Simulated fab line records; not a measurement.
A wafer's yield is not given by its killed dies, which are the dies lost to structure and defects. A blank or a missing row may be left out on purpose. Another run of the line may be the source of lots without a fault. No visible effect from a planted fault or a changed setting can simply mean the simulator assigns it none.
Which of the tools did it? || flow nandHarc || 12 lots with 36 wafers sampled at 6 steps, on a route of 1159 steps

WHAT EACH GAUGE READ, for each wafer
NHARC_A_BLC_CD_MEAS_10 targets a cd of 100 nm.
{"lot": "L454", "measured": "day 17 13:26", "on": "cdSem-03", "cdNm (nm)": "99.5 99.4 100.0"}
{"lot": "L455", "measured": "day 17 12:49", "on": "cdSem-01", "cdNm (nm)": "99.7 100.4 100.8"}
{"lot": "L453", "measured": "day 17 16:51", "on": "cdSem-03", "cdNm (nm)": "99.8 100.4 100.4"}
{"lot": "L456", "measured": "day 18 10:53", "on": "cdSem-01", "cdNm (nm)": "100.4 100.5 100.4"}
{"lot": "L464", "measured": "day 20 10:13", "on": "cdSem-02", "cdNm (nm)": "88.9 88.7 88.6"}
{"lot": "L465", "measured": "day 20 10:53", "on": "cdSem-03", "cdNm (nm)": "99.9 99.9 99.4"}
{"lot": "L469", "measured": "day 21 10:43", "on": "cdSem-03", "cdNm (nm)": "99.5 99.4 99.7"}
{"lot": "L468", "measured": "day 21 11:36", "on": "cdSem-03", "cdNm (nm)": "99.7 99.8 99.3"}
{"lot": "L467", "measured": "day 21 14:25", "on": "cdSem-03", "cdNm (nm)": "91.1 91.2 90.7"}
{"lot": "L473", "measured": "day 22 01:01", "on": "cdSem-03", "cdNm (nm)": "100.5 100.0 100.5"}
{"lot": "L475", "measured": "day 22 01:43", "on": "cdSem-01", "cdNm (nm)": "99.3 99.6 99.7"}
{"lot": "L476", "measured": "day 23 09:49", "on": "cdSem-01", "cdNm (nm)": "100.5 100.2 99.9"}

NHARC_END_SORT_01.
{"lot": "L464", "measured": "day 22 20:52", "on": "prober-02", "killedAtArray": "27 22 33", "killedAtOther": "1 0 0", "killedAtPeriphery": "0 1 1", "killedDies": "28 23 34", "killedOpen": "3 2 0", "killedShort": "1 2 2"}
{"lot": "L467", "measured": "day 24 02:34", "on": "prober-01", "killedAtArray": "18 20 28", "killedAtOther": "2 1 2", "killedAtPeriphery": "2 2 2", "killedDies": "22 23 32", "killedOpen": "3 1 2", "killedShort": "2 4 2"}

EACH LOT AND THE TOOL THAT RAN IT (in order: tool; ch and the chambers of the sampled wafers; start)
{"lot": "L454", "NHARC_A_CONTACT_ETCH_135": "harCapEtch-03 ch 0,1, day 17 02:05", "NHARC_A_CONTACT_ALD_18": "aldMetal-02 ch 0,3, day 17 04:23", "NHARC_A_BLC_PEB_08": "lithoTrack-06 ch 0, day 17 13:22", "NHARC_A_BLC_STRIP_29": "rieDiel-04 ch 0,1,2, day 17 14:41"}
{"lot": "L455", "NHARC_A_CONTACT_ETCH_135": "harCapEtch-01 ch 0,1, day 17 02:10", "NHARC_A_CONTACT_ALD_18": "aldMetal-03 ch 1,2, day 17 04:22", "NHARC_A_BLC_PEB_08": "lithoTrack-01 ch 0, day 17 12:44", "NHARC_A_BLC_STRIP_29": "rieDiel-10 ch 0,2,3, day 17 14:06"}
{"lot": "L453", "NHARC_A_CONTACT_ETCH_135": "harCapEtch-02 ch 0,1, day 17 06:56", "NHARC_A_CONTACT_ALD_18": "aldMetal-04 ch 0,1,2, day 17 09:23", "NHARC_A_BLC_PEB_08": "lithoTrack-01 ch 0, day 17 16:46", "NHARC_A_BLC_STRIP_29": "rieDiel-03 ch 0,1,2, day 17 18:12"}
{"lot": "L456", "NHARC_A_CONTACT_ETCH_135": "harCapEtch-03 ch 0,1, day 18 04:51", "NHARC_A_CONTACT_ALD_18": "aldMetal-02 ch 0,1,3, day 18 06:54", "NHARC_A_BLC_PEB_08": "lithoTrack-04 ch 0, day 18 10:48", "NHARC_A_BLC_STRIP_29": "rieDiel-03 ch 1,2,3, day 18 12:07"}
{"lot": "L464", "NHARC_A_CONTACT_ETCH_135": "harCapEtch-02 ch 0,1, day 20 05:37", "NHARC_A_CONTACT_ALD_18": "aldMetal-03 ch 0,1, day 20 08:12", "NHARC_A_BLC_PEB_08": "lithoTrack-01 ch 0, day 20 10:08", "NHARC_A_BLC_STRIP_29": "rieDiel-03 ch 0,2,3, day 20 11:29"}
{"lot": "L465", "NHARC_A_CONTACT_ETCH_135": "harCapEtch-03 ch 0,1, day 20 06:12", "NHARC_A_CONTACT_ALD_18": "aldMetal-02 ch 1,2, day 20 08:24", "NHARC_A_BLC_PEB_08": "lithoTrack-06 ch 0, day 20 10:49", "NHARC_A_BLC_STRIP_29": "rieDiel-03 ch 0,2, day 20 12:23"}
{"lot": "L469", "NHARC_A_CONTACT_ETCH_135": "harCapEtch-02 ch 0,1, day 21 02:49", "NHARC_A_CONTACT_ALD_18": "aldMetal-03 ch 0,2,3, day 21 05:23", "NHARC_A_BLC_PEB_08": "lithoTrack-06 ch 0, day 21 10:38", "NHARC_A_BLC_STRIP_29": "rieDiel-03 ch 0,2, day 21 11:57"}
{"lot": "L468", "NHARC_A_CONTACT_ETCH_135": "harCapEtch-03 ch 0,1, day 21 05:16", "NHARC_A_CONTACT_ALD_18": "aldMetal-02 ch 0,1, day 21 07:18", "NHARC_A_BLC_PEB_08": "lithoTrack-06 ch 0, day 21 11:31", "NHARC_A_BLC_STRIP_29": "rieDiel-03 ch 0,1, day 21 12:49"}
{"lot": "L467", "NHARC_A_CONTACT_ETCH_135": "harCapEtch-03 ch 0,1, day 21 09:40", "NHARC_A_CONTACT_ALD_18": "aldMetal-04 ch 1,2, day 21 12:01", "NHARC_A_BLC_PEB_08": "lithoTrack-01 ch 0, day 21 14:20", "NHARC_A_BLC_STRIP_29": "rieDiel-03 ch 0,1, day 21 15:38"}
{"lot": "L473", "NHARC_A_CONTACT_ETCH_135": "harCapEtch-02 ch 0, day 21 18:14", "NHARC_A_CONTACT_ALD_18": "aldMetal-02 ch 1,2,3, day 21 20:57", "NHARC_A_BLC_PEB_08": "lithoTrack-04 ch 0, day 22 00:57", "NHARC_A_BLC_STRIP_29": "rieDiel-04 ch 0,1,3, day 22 02:15"}
{"lot": "L475", "NHARC_A_CONTACT_ETCH_135": "harCapEtch-03 ch 0,1, day 21 19:53", "NHARC_A_CONTACT_ALD_18": "aldMetal-04 ch 0,2,3, day 21 22:06", "NHARC_A_BLC_PEB_08": "lithoTrack-06 ch 0, day 22 01:38", "NHARC_A_BLC_STRIP_29": "rieDiel-04 ch 0,1,2, day 22 02:57"}
{"lot": "L476", "NHARC_A_CONTACT_ETCH_135": "harCapEtch-01 ch 0, day 22 21:32", "NHARC_A_CONTACT_ALD_18": "aldMetal-02 ch 0,2, day 22 23:46", "NHARC_A_BLC_PEB_08": "lithoTrack-06 ch 0, day 23 09:44", "NHARC_A_BLC_STRIP_29": "rieDiel-03 ch 0,1, day 23 11:06"}
- NHARC_A_CONTACT_ETCH_135: etches the open film in C4F8/O2/Ar, time 132 s, target depth 1287 nm.
- NHARC_A_CONTACT_ALD_18: deposits TiN, target thk 3 nm, pulse time 1 s, ald cycles 150.
- NHARC_A_BLC_PEB_08: peb time 65 s.
- NHARC_A_BLC_STRIP_29: strips in CF4.

WHAT THE TOOLS THEMSELVES READ (means of the sampled wafers that have a number; where no wafer has one, the mark that the record gives instead)
NHARC_A_CONTACT_ALD_18.
{"lot": "L454", "tool": "aldMetal-02", "heaterPowerW (W)": 1115, "precursorPulseHeightRel": 1.001}
{"lot": "L455", "tool": "aldMetal-03", "heaterPowerW (W)": 1166, "precursorPulseHeightRel": 0.986}
{"lot": "L453", "tool": "aldMetal-04", "heaterPowerW (W)": 1003, "precursorPulseHeightRel": 0.994}
{"lot": "L456", "tool": "aldMetal-02", "heaterPowerW (W)": 1091, "precursorPulseHeightRel": 1.007}
{"lot": "L464", "tool": "aldMetal-03", "heaterPowerW (W)": 1089, "precursorPulseHeightRel": 1.004}
{"lot": "L465", "tool": "aldMetal-02", "heaterPowerW (W)": 1163, "precursorPulseHeightRel": 0.992}
{"lot": "L469", "tool": "aldMetal-03", "heaterPowerW (W)": 1080, "precursorPulseHeightRel": 0.985}
{"lot": "L468", "tool": "aldMetal-02", "heaterPowerW (W)": 1070, "precursorPulseHeightRel": 1.016}
{"lot": "L467", "tool": "aldMetal-04", "heaterPowerW (W)": 1002, "precursorPulseHeightRel": 1.022}
{"lot": "L473", "tool": "aldMetal-02", "heaterPowerW (W)": 1123, "precursorPulseHeightRel": 0.997}
{"lot": "L475", "tool": "aldMetal-04", "heaterPowerW (W)": 995, "precursorPulseHeightRel": 1.009}
{"lot": "L476", "tool": "aldMetal-02", "heaterPowerW (W)": 1149, "precursorPulseHeightRel": 0.994}

NHARC_A_BLC_PEB_08.
{"lot": "L454", "tool": "lithoTrack-06", "chillPlateTempC (C)": 23.01, "heaterPowerTotalW (W)": 156.8, "plateTempC (C)": 100.01}
{"lot": "L455", "tool": "lithoTrack-01", "chillPlateTempC (C)": 22.91, "heaterPowerTotalW (W)": 156.9, "plateTempC (C)": 99.83}
{"lot": "L453", "tool": "lithoTrack-01", "chillPlateTempC (C)": 22.94, "heaterPowerTotalW (W)": 156.8, "plateTempC (C)": 100.14}
{"lot": "L456", "tool": "lithoTrack-04", "chillPlateTempC (C)": 22.86, "heaterPowerTotalW (W)": 156.5, "plateTempC (C)": 100.05}
{"lot": "L464", "tool": "lithoTrack-01", "chillPlateTempC (C)": 23.08, "heaterPowerTotalW (W)": 149.9, "plateTempC (C)": 97.15}
{"lot": "L465", "tool": "lithoTrack-06", "chillPlateTempC (C)": 23.02, "heaterPowerTotalW (W)": 156.7, "plateTempC (C)": 99.94}
{"lot": "L469", "tool": "lithoTrack-06", "chillPlateTempC (C)": 23.07, "heaterPowerTotalW (W)": 157.1, "plateTempC (C)": 99.88}
{"lot": "L468", "tool": "lithoTrack-06", "chillPlateTempC (C)": 23.24, "heaterPowerTotalW (W)": 156.4, "plateTempC (C)": 100.18}
{"lot": "L467", "tool": "lithoTrack-01", "chillPlateTempC (C)": 23.06, "heaterPowerTotalW (W)": 150.4, "plateTempC (C)": 97.12}
{"lot": "L473", "tool": "lithoTrack-04", "chillPlateTempC (C)": 23.02, "heaterPowerTotalW (W)": 156.7, "plateTempC (C)": 99.93}
{"lot": "L475", "tool": "lithoTrack-06", "chillPlateTempC (C)": 22.96, "heaterPowerTotalW (W)": 157.0, "plateTempC (C)": 100.11}
{"lot": "L476", "tool": "lithoTrack-06", "chillPlateTempC (C)": 22.95, "heaterPowerTotalW (W)": 156.5, "plateTempC (C)": 100.03}

NHARC_A_BLC_STRIP_29.
{"lot": "L454", "tool": "rieDiel-04", "drypumpMotorCurrentA (A)": 5.3, "oesProductAu (a.u.)": 0.995, "rfVppV (V)": 60.7, "showerheadPlenumPTorr (Torr)": 1.84, "throttleValvePct (%)": 13.286}
{"lot": "L455", "tool": "rieDiel-10", "drypumpMotorCurrentA (A)": 5.3, "oesProductAu (a.u.)": 1.003, "rfVppV (V)": 59.6, "showerheadPlenumPTorr (Torr)": 1.70, "throttleValvePct (%)": 13.282}
{"lot": "L453", "tool": "rieDiel-03", "drypumpMotorCurrentA (A)": 5.6, "oesProductAu (a.u.)": 1.001, "rfVppV (V)": 59.4, "showerheadPlenumPTorr (Torr)": 1.76, "throttleValvePct (%)": 13.291}
{"lot": "L456", "tool": "rieDiel-03", "drypumpMotorCurrentA (A)": 5.3, "oesProductAu (a.u.)": 1.002, "rfVppV (V)": 59.3, "showerheadPlenumPTorr (Torr)": 1.73, "throttleValvePct (%)": 13.276}
{"lot": "L464", "tool": "rieDiel-03", "drypumpMotorCurrentA (A)": 5.4, "oesProductAu (a.u.)": 1.003, "rfVppV (V)": 59.9, "showerheadPlenumPTorr (Torr)": 1.76, "throttleValvePct (%)": 13.275}
{"lot": "L465", "tool": "rieDiel-03", "drypumpMotorCurrentA (A)": 5.4, "oesProductAu (a.u.)": 1.004, "rfVppV (V)": 59.0, "showerheadPlenumPTorr (Torr)": 1.75, "throttleValvePct (%)": 13.287}
{"lot": "L469", "tool": "rieDiel-03", "drypumpMotorCurrentA (A)": 5.4, "oesProductAu (a.u.)": 1.006, "rfVppV (V)": 58.1, "showerheadPlenumPTorr (Torr)": 1.75, "throttleValvePct (%)": 13.273}
{"lot": "L468", "tool": "rieDiel-03", "drypumpMotorCurrentA (A)": 5.9, "oesProductAu (a.u.)": 1.000, "rfVppV (V)": 59.3, "showerheadPlenumPTorr (Torr)": 1.77, "throttleValvePct (%)": 13.274}
{"lot": "L467", "tool": "rieDiel-03", "drypumpMotorCurrentA (A)": 5.9, "oesProductAu (a.u.)": 1.003, "rfVppV (V)": 59.3, "showerheadPlenumPTorr (Torr)": 1.77, "throttleValvePct (%)": 13.285}
{"lot": "L473", "tool": "rieDiel-04", "drypumpMotorCurrentA (A)": 5.7, "oesProductAu (a.u.)": 1.003, "rfVppV (V)": 59.8, "showerheadPlenumPTorr (Torr)": 1.84, "throttleValvePct (%)": 13.279}
{"lot": "L475", "tool": "rieDiel-04", "drypumpMotorCurrentA (A)": 5.3, "oesProductAu (a.u.)": 1.002, "rfVppV (V)": 60.1, "showerheadPlenumPTorr (Torr)": 1.83, "throttleValvePct (%)": 13.276}
{"lot": "L476", "tool": "rieDiel-03", "drypumpMotorCurrentA (A)": 6.0, "oesProductAu (a.u.)": 1.001, "rfVppV (V)": 59.9, "showerheadPlenumPTorr (Torr)": 1.80, "throttleValvePct (%)": 13.273}

THE ANSWER, worked out from the rows above alone
Rule: what is usual is taken from the lots themselves. Put in order of their means at a reading, lots are off if they are a third of the lots or fewer, leave a main group of 4 or more, and stand apart from it by a gap of 3 or more times the standard deviation of the main group's means; of several such gaps the widest counts. A main group whose means are all the same, to the digits that the tables above print for the reading, isn't used. A lot without any number at a reading at which 4 lots or more have one is off too. All remaining lots with rows at the step are treated as sound. After the gauges, taken in route order, come the tools' own readings; for these a lot's mean is taken, as printed above. At the first step where some lot is off, the reading lying furthest off is the one used; lots without a number count as furthest.
Off, at NHARC_A_BLC_CD_MEAS_10 on cdNm: L464, L467. The main group has a mean of 100.0 nm with a standard deviation of 0.35.
If a tool, at a process step before that reading, ran all the lots that are off and no sound lot after the first of them, it fits. Not tried: the gauges at NHARC_A_BLC_CD_MEAS_10; whatever is off there is also off at NHARC_A_BLC_PEB_08, on other tools, and gauge error can't account for it. One fits: lithoTrack-01 at NHARC_A_BLC_PEB_08. Its last sound lot is L453 (day 17 16:46), its first lot that is off L464 (day 20 10:08): a fault that began between those two fits.
The tool's own readings at NHARC_A_BLC_PEB_08 bear it out: on the lots that are off they differ by more than 5 times the standard deviation of the sound lots' means. heaterPowerTotalW reads 150.2 W there against 156.7 W on the sound lots; plateTempC reads 97.14 C there against 100.01 C on the sound lots.

WHAT HAD BEEN PUT IN BY THE SIMULATOR
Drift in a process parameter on lithoTrack-01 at NHARC_A_BLC_PEB_08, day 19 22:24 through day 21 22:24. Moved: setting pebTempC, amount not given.
Struck lots among those shown: L464, L467. This agrees with what the rule above found.
